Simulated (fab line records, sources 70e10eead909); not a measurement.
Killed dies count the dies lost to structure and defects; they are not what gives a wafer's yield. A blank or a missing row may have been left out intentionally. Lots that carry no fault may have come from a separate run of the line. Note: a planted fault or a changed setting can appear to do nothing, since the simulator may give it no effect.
Which of the tools did it? -- flow nand_harc -- 24 lots with 72 wafers sampled at 5 steps, on a route of 1302 steps

== WHAT THE GAUGES READ, wafer by wafer ==
NHARC_P_STI_OVL_MEAS_10. Usual: overlay_x_nm -2 nm, standard deviation 6; overlay_y_nm 0 nm, standard deviation 5.9.
lot,measured,on,overlay_x_nm (nm),overlay_y_nm (nm),flag
L074,day 2 21:26,overlay-02,-9 -9 -9,4 5 5,
L075,day 3 08:17,overlay-01,-8 -8 -7,-3 -2 -2,
L076,day 3 16:52,overlay-01,6 6 7,12 11 12,
L077,day 4 00:56,overlay-02,-4 -4 -4,-6 -7 -7,
L078,day 4 14:50,overlay-01,-4 -4 -3,7 8 8,
L079,day 4 21:25,overlay-02,4 4 4,-2 -3 -3,
L080,day 5 16:02,overlay-01,-18 -19 -18,-2 -2 -2,
L081,day 5 21:01,overlay-01,3 3 3,2 2 2,
L082,day 6 03:47,overlay-02,4 3 4,-1 -1 0,
L083,day 6 15:28,overlay-01,-1 -1 -1,0 0 0,
L084,day 6 22:30,overlay-01,0 0 0,6 6 6,
L085,day 7 09:38,overlay-01,-6 -5 -5,-7 -7 -7,
L086,day 7 20:11,overlay-02,-8 -10 -9,10 10 10,
L087,day 8 06:04,overlay-02,2 2 2,-3 -2 -2,
L088,day 8 16:15,overlay-01,1 2 1,-13 -12 -13,
L089,day 9 02:23,overlay-02,-4 -4 -4,-3 -3 -3,
L090,day 9 09:55,overlay-02,9 8 9,-1 0 -1,
L091,day 9 20:35,overlay-01,1 1 1,6 5 5,
L092,day 10 06:21,overlay-02,-8 -7 -7,-7 -8 -7,
L093,day 10 20:10,overlay-01,3 3 3,-4 -5 -4,
L094,day 11 08:03,overlay-01,3 2 2,-6 -6 -6,
L095,day 11 13:04,overlay-01,-6 -6 -6,-2 -2 -2,
L097,day 12 05:12,overlay-02,-3 -3 -2,5 5 5,
L096,day 12 05:15,overlay-01,4 4 4,2 2 2,

NHARC_P_M1_THK_MEAS_24: measures by xrf. Usual: thk_nm at 157.6 nm, with a standard deviation of 1.6.
lot,measured,on,thk_nm (nm),flag
L074,day 6 09:02,film_metro-01,158.8 157.5 159.9,
L075,day 6 16:19,film_metro-02,162.2 156.9 158.4,
L076,day 7 08:02,film_metro-01,157.4 157.2 156.0,
L077,day 7 10:13,film_metro-02,156.6 158.0 155.1,
L078,day 8 04:02,film_metro-01,159.9 157.7 159.6,
L079,day 8 12:09,film_metro-01,159.6 162.1 159.3,
L080,day 9 07:49,film_metro-01,157.9 158.6 158.7,
L081,day 9 04:17,film_metro-02,155.7 158.2 155.9,
L082,day 9 13:31,film_metro-02,159.0 155.0 158.6,
L083,day 10 04:34,film_metro-01,155.6 155.7 156.9,
L084,day 10 08:55,film_metro-01,159.4 155.0 156.6,
L085,day 10 20:50,film_metro-01,157.2 158.7 156.7,
L086,day 11 06:01,film_metro-01,159.2 159.1 158.8,
L087,day 12 08:17,film_metro-01,158.6 157.1 158.4,
L088,day 12 08:04,film_metro-01,156.0 156.8 157.2,
L089,day 12 15:43,film_metro-01,158.6 159.3 156.2,
L090,day 13 02:51,film_metro-02,158.3 157.3 156.2,
L091,day 13 17:58,film_metro-01,157.7 157.3 156.1,
L092,day 13 18:27,film_metro-02,155.4 158.7 157.2,
L093,day 14 06:10,film_metro-01,154.5 157.1 156.2,
L094,day 14 18:05,film_metro-02,158.8 156.9 158.1,
L095,day 14 23:14,film_metro-01,159.0 156.2 156.0,
L097,day 16 01:10,film_metro-02,155.3 156.7 158.4,
L096,day 15 18:31,film_metro-02,156.5 158.4 156.5,

== TOOL THAT RAN EACH LOT (tool first, then ch and the chambers of the sampled wafers, then the start) ==
lot,NHARC_P_CONTACT_ETCH_36,NHARC_P_CONTACT_ETCH_31,NHARC_P_M0_ANNEAL_30
L074,"rie_diel-01 ch 1,2,3, day 6 04:11 or earlier","rie_diel-01 ch 0,2,3, day 6 04:11 or earlier","rtp_anneal-02 ch 0, day 6 04:11"
L075,"rie_diel-01 ch 0,1,2, day 6 11:32 or earlier","rie_diel-01 ch 1,2, day 6 11:32 or earlier","rtp_anneal-02 ch 0, day 6 11:32"
L076,"rie_diel-05 ch 0,2, day 7 03:16 or earlier","rie_diel-05 ch 0,1, day 7 03:16 or earlier","rtp_anneal-01 ch 0, day 7 03:16"
L077,"rie_diel-04 ch 0,3, day 6 23:31","rie_diel-04 ch 0,3, day 7 05:22 or earlier","rtp_anneal-01 ch 0, day 7 05:22"
L078,"rie_diel-05 ch 0,2, day 7 23:22 or earlier","rie_diel-05 ch 0,1,3, day 7 23:22 or earlier","rtp_anneal-01 ch 0, day 7 23:22"
L079,"rie_diel-01 ch 1,3, day 8 07:19 or earlier","rie_diel-01 ch 0,3, day 8 07:19 or earlier","rtp_anneal-02 ch 0, day 8 07:19"
L080,"rie_diel-04 ch 0,2, day 9 02:45 or earlier","rie_diel-04 ch 0,1,3, day 9 02:45 or earlier","rtp_anneal-01 ch 0, day 9 02:45"
L081,"rie_diel-05 ch 2,3, day 8 23:12 or earlier","rie_diel-05 ch 1,2,3, day 8 23:12 or earlier","rtp_anneal-01 ch 0, day 8 23:12"
L082,"rie_diel-04 ch 2,3, day 9 08:41 or earlier","rie_diel-04 ch 0,1,2, day 9 08:41 or earlier","rtp_anneal-01 ch 0, day 9 08:41"
L083,"rie_diel-05 ch 0,2,3, day 9 23:46 or earlier","rie_diel-05 ch 0,1,3, day 9 23:46 or earlier","rtp_anneal-01 ch 0, day 9 23:46"
L084,"rie_diel-01 ch 0,2,3, day 10 04:07 or earlier","rie_diel-01 ch 0,1, day 10 04:07 or earlier","rtp_anneal-01 ch 0, day 10 04:07"
L085,"rie_diel-04 ch 0,1,2, day 10 16:04 or earlier","rie_diel-04 ch 0,1, day 10 16:04 or earlier","rtp_anneal-01 ch 0, day 10 16:04"
L086,"rie_diel-01 ch 1,2, day 11 01:18 or earlier","rie_diel-01 ch 0,1, day 11 01:18 or earlier","rtp_anneal-02 ch 0, day 11 01:18"
L087,"rie_diel-04 ch 1,2,3, day 12 03:25 or earlier","rie_diel-04 ch 0,2,3, day 12 03:25 or earlier","rtp_anneal-02 ch 0, day 12 03:25"
L088,"rie_diel-01 ch 1,2,3, day 12 02:52 or earlier","rie_diel-01 ch 0,1,2, day 12 02:52 or earlier","rtp_anneal-02 ch 0, day 12 02:52"
L089,"rie_diel-01 ch 1,3, day 12 10:53 or earlier","rie_diel-01 ch 1,2, day 12 10:53 or earlier","rtp_anneal-02 ch 0, day 12 10:53"
L090,"rie_diel-01 ch 1,2,3, day 12 22:05 or earlier","rie_diel-01 ch 0,1,3, day 12 22:05 or earlier","rtp_anneal-02 ch 0, day 12 22:05"
L091,"rie_diel-04 ch 1,3, day 13 13:13 or earlier","rie_diel-04 ch 0,1, day 13 13:13 or earlier","rtp_anneal-01 ch 0, day 13 13:13"
L092,"rie_diel-01 ch 1,2, day 13 13:34 or earlier","rie_diel-01 ch 0,2,3, day 13 13:34 or earlier","rtp_anneal-02 ch 0, day 13 13:34"
L093,"rie_diel-05 ch 0,1,3, day 14 01:30 or earlier","rie_diel-05 ch 1,2,3, day 14 01:30 or earlier","rtp_anneal-02 ch 0, day 14 01:30"
L094,"rie_diel-04 ch 0,3, day 14 13:02 or earlier","rie_diel-04 ch 0,2, day 14 13:02 or earlier","rtp_anneal-02 ch 0, day 14 13:02"
L095,"rie_diel-01 ch 0,1,3, day 14 18:32 or earlier","rie_diel-01 ch 1,2, day 14 18:32 or earlier","rtp_anneal-02 ch 0, day 14 18:32"
L097,"rie_diel-05 ch 0,1,2, day 15 20:11 or earlier","rie_diel-05 ch 0,2, day 15 20:11 or earlier","rtp_anneal-02 ch 0, day 15 20:11"
L096,"rie_diel-05 ch 0,1,2, day 15 13:47 or earlier","rie_diel-05 ch 0,2,3, day 15 13:47 or earlier","rtp_anneal-01 ch 0, day 15 13:47"
- NHARC_P_CONTACT_ETCH_36: etches the open film in N2/H2, target depth 260 nm, time 406.25 s.
- NHARC_P_CONTACT_ETCH_31: etches the open film in CH3F/O2, target depth 30 nm, time 85.7 s.
- NHARC_P_M0_ANNEAL_30: time 90 s.

== WHAT THE TOOLS THEMSELVES READ (means of the sampled wafers that have a number; where no wafer has one, the mark that the record gives instead) ==
NHARC_P_CONTACT_ETCH_36. Usual: drypump_motor_current_A 5.90 A, standard deviation 0.27; mfc_ar_sccm 0.009 sccm, standard deviation 0.011; n2_flow_sccm 149.9 sccm, standard deviation 0.47; oes_product_au 1.001 a.u., standard deviation 0.0098; rf_vpp_V 431.1 V, standard deviation 1.7; showerhead_plenum_p_Torr 2.06 Torr, standard deviation 0.052; throttle_valve_pct 14.173 %, standard deviation 0.0088.
lot,tool,drypump_motor_current_A (A),mfc_ar_sccm (sccm),n2_flow_sccm (sccm),oes_product_au (a.u.),rf_vpp_V (V),showerhead_plenum_p_Torr (Torr),throttle_valve_pct (%),flag
L074,rie_diel-01,5.70,0.007,150.0,0.995,431.8,2.09,14.176,
L075,rie_diel-01,5.90,0.007,149.4,0.995,431.9,2.11,14.165,
L076,rie_diel-05,6.28,0.006,150.4,1.007,429.0,1.98,14.171,
L077,rie_diel-04,5.85,0.018,149.9,0.993,430.4,2.05,14.180,
L078,rie_diel-05,6.30,0.012,149.8,0.997,429.7,1.99,14.178,
L079,rie_diel-01,5.51,0.000,149.8,0.986,432.2,2.09,14.171,
L080,rie_diel-04,6.05,0.024,150.0,1.012,430.2,2.07,14.168,
L081,rie_diel-05,6.06,0.012,150.4,1.006,430.1,2.03,14.170,
L082,rie_diel-04,5.90,0.029,149.7,1.013,431.8,2.10,14.170,
L083,rie_diel-05,6.03,0.006,150.2,0.995,430.7,2.02,14.175,
L084,rie_diel-01,5.85,0.007,150.3,0.997,432.5,2.10,14.176,
L085,rie_diel-04,5.98,0.018,149.7,1.007,430.4,2.04,14.166,
L086,rie_diel-01,5.92,0.014,149.2,0.987,431.8,2.09,14.171,
L087,rie_diel-04,5.87,0.018,149.7,1.005,430.7,2.05,14.183,
L088,rie_diel-01,5.69,0.007,150.0,0.998,431.1,2.09,14.170,
L089,rie_diel-01,5.55,0.000,150.3,0.989,431.7,2.09,14.177,
L090,rie_diel-01,5.70,0.007,150.3,1.003,431.7,2.09,14.186,
L091,rie_diel-04,5.86,0.006,149.7,1.008,428.8,2.00,14.169,
L092,rie_diel-01,5.92,0.014,149.6,1.000,430.5,2.09,14.170,
L093,rie_diel-05,5.93,0.000,149.5,0.998,431.1,2.06,14.183,
L094,rie_diel-04,5.95,0.018,149.7,1.006,431.2,2.05,14.178,
L095,rie_diel-01,5.70,0.000,150.1,1.001,432.5,2.11,14.170,
L097,rie_diel-05,6.18,0.006,150.0,0.995,429.9,2.02,14.171,
L096,rie_diel-05,6.17,0.006,149.6,1.001,429.8,2.02,14.179,

NHARC_P_CONTACT_ETCH_31. Usual: ch3f_flow_sccm 50.02 sccm, standard deviation 0.15; drypump_motor_current_A 5.91 A, standard deviation 0.27; mfc_ar_sccm 200.0 sccm, standard deviation 0.58; oes_product_au 0.975 a.u., standard deviation 0.016; rf_vpp_V 244.7 V, standard deviation 1.2; showerhead_plenum_p_Torr 2.49 Torr, standard deviation 0.061; throttle_valve_pct 20.662 %, standard deviation 0.0085.
lot,tool,ch3f_flow_sccm (sccm),drypump_motor_current_A (A),mfc_ar_sccm (sccm),oes_product_au (a.u.),rf_vpp_V (V),showerhead_plenum_p_Torr (Torr),throttle_valve_pct (%),flag
L074,rie_diel-01,50.03,5.86,200.2,0.975,245.7,2.53,20.663,
L075,rie_diel-01,50.06,5.76,200.2,0.992,244.8,2.52,20.663,
L076,rie_diel-05,49.98,6.06,200.1,0.969,244.3,2.48,20.668,
L077,rie_diel-04,50.10,5.98,199.4,0.992,244.7,2.47,20.655,
L078,rie_diel-05,50.31,5.93,200.0,0.974,245.2,2.48,20.660,
L079,rie_diel-01,49.95,5.63,199.7,0.968,245.4,2.53,20.667,
L080,rie_diel-04,50.14,5.91,200.5,0.992,244.3,2.44,20.664,
L081,rie_diel-05,49.92,5.96,199.1,0.965,245.1,2.48,20.659,
L082,rie_diel-04,50.04,6.01,200.7,0.990,243.9,2.46,20.669,
L083,rie_diel-05,50.07,5.95,200.0,0.957,244.4,2.48,20.656,
L084,rie_diel-01,49.95,5.74,199.8,0.977,245.8,2.54,20.660,
L085,rie_diel-04,50.09,6.02,200.1,0.976,243.6,2.41,20.657,
L086,rie_diel-01,49.93,5.73,199.7,0.978,244.9,2.54,20.660,
L087,rie_diel-04,50.01,5.94,200.5,0.964,244.9,2.50,20.672,
L088,rie_diel-01,49.94,5.90,200.1,0.935,245.5,2.54,20.665,
L089,rie_diel-01,49.92,5.77,200.3,0.966,244.9,2.52,20.663,
L090,rie_diel-01,50.03,5.69,200.1,0.974,244.4,2.53,20.659,
L091,rie_diel-04,50.03,5.99,199.8,0.988,244.3,2.41,20.666,
L092,rie_diel-01,50.13,5.85,200.4,0.987,245.8,2.53,20.664,
L093,rie_diel-05,50.12,5.95,199.8,0.987,244.0,2.48,20.660,
L094,rie_diel-04,49.88,6.04,199.7,0.993,244.4,2.52,20.661,
L095,rie_diel-01,50.04,5.76,200.1,0.977,245.4,2.52,20.664,
L097,rie_diel-05,49.98,6.30,199.9,0.967,242.7,2.40,20.661,
L096,rie_diel-05,50.05,6.04,200.1,0.968,244.2,2.44,20.668,

NHARC_P_M0_ANNEAL_30. Usual: wafer_temp_C_max at 226.1, with a standard deviation of 0.44.
lot,tool,wafer_temp_C_max,flag
L074,rtp_anneal-02,226.5,
L075,rtp_anneal-02,226.4,
L076,rtp_anneal-01,226.0,
L077,rtp_anneal-01,225.6,
L078,rtp_anneal-01,225.7,
L079,rtp_anneal-02,226.2,
L080,rtp_anneal-01,225.8,
L081,rtp_anneal-01,225.3,
L082,rtp_anneal-01,225.8,
L083,rtp_anneal-01,225.5,
L084,rtp_anneal-01,225.6,
L085,rtp_anneal-01,225.5,
L086,rtp_anneal-02,226.3,
L087,rtp_anneal-02,226.7,
L088,rtp_anneal-02,226.4,
L089,rtp_anneal-02,226.6,
L090,rtp_anneal-02,226.6,
L091,rtp_anneal-01,225.9,
L092,rtp_anneal-02,226.2,
L093,rtp_anneal-02,226.5,
L094,rtp_anneal-02,226.5,
L095,rtp_anneal-02,226.4,
L097,rtp_anneal-02,226.2,
L096,rtp_anneal-01,225.8,

== THE ANSWER, worked out from the rows above alone ==
Rule: a lot counts as off when the mean over its wafers that have a number is more than 3 standard deviations away from the usual mean. Also off: a lot with no number at a reading for which 4 or more lots have one. Where the step has rows for the other lots, those lots are counted as sound. After the gauges, taken in route order, come the tools' own readings; for these a lot's mean is taken, as printed above. At the first step where some lot is off, the reading lying furthest off is the one used; lots without a number count as furthest.
Across all readings shown, no lot is off: no conclusion can be drawn from this.

== WHAT THE SIMULATOR HAD PUT IN ==
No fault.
